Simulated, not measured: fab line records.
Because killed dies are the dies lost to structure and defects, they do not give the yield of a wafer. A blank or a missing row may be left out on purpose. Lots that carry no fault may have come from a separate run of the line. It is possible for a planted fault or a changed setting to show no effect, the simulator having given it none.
Matching of chambers | flow nandHarc | 4 sister chambers for NHARC_P_CONTACT_CMP_01 on cmp-04
The step polishes SiO2, target thk 200 nm. 18 wafers are shown with their chamber, then 9 later ones without.

WAFERS PAIRED WITH THEIR CHAMBERS
wafer  | chamber | motorCurrentA (A)
L074.2 | 0       | 12.0
L074.3 | 3       | 10.3
L074.4 | 2       | 12.6
L076.1 | 3       | 10.3
L076.5 | 2       | 11.9
L076.6 | 3       | 10.9
L077.1 | 2       | 13.4
L077.5 | 2       | 12.5
L077.6 | 3       | 10.2
L088.1 | 3       | 10.8
L088.3 | 1       | 12.4
L088.4 | 0       | 12.1
L088.2 | 2       | 12.3
L088.5 | 0       | 11.3
L088.6 | 3       | 10.3
L092.1 | 0       | 12.4
L092.2 | 3       | 10.4
L092.4 | 2       | 13.0

SIGNATURES, as means of the wafers listed above
reading       | chamber 0 | chamber 1 | chamber 2 | chamber 3 | scatter within a chamber
motorCurrentA | 11.950    | 12.400    | 12.617    | 10.457    | 0.422
Rule: a wafer lies at a distance from a chamber equal to the root of the sum of squares, over the readings, of (its reading less the chamber's mean, divided by the reading's scatter). The wafer belongs to the nearest chamber; if the next one is less than 2 further off, it can't be placed. How the scatter is found: for the shown wafers, subtract from each reading the mean of its chamber, square and add these, divide the total by (wafers less chambers), then take the root.

WAFERS WHOSE CHAMBER IS MISSING
wafer  | motorCurrentA (A)
L094.1 | 11.2
L094.4 | 12.6
L094.5 | 12.3
L095.1 | 12.7
L095.3 | 10.2
L095.4 | 12.6
L096.1 | 10.6
L096.2 | 12.4
L096.3 | 12.5

EACH ONE'S CHAMBER
wafer  | from the rows above               | in truth
L094.1 | can't be placed: 3 or 0 or 1 or 2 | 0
L094.4 | can't be placed: 2 or 1 or 0      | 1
L094.5 | can't be placed: 1 or 2 or 0      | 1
L095.1 | can't be placed: 2 or 1 or 0      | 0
L095.3 | 3                                 | 3
L095.4 | can't be placed: 2 or 1 or 0      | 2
L096.1 | 3                                 | 3
L096.2 | can't be placed: 1 or 2 or 0      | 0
L096.3 | can't be placed: 1 or 2 or 0      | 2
Correct placement for 2 of the 9. Can't be placed from these rows: 7 (the true chamber is among the candidates in 7). Placed wrongly: 0.
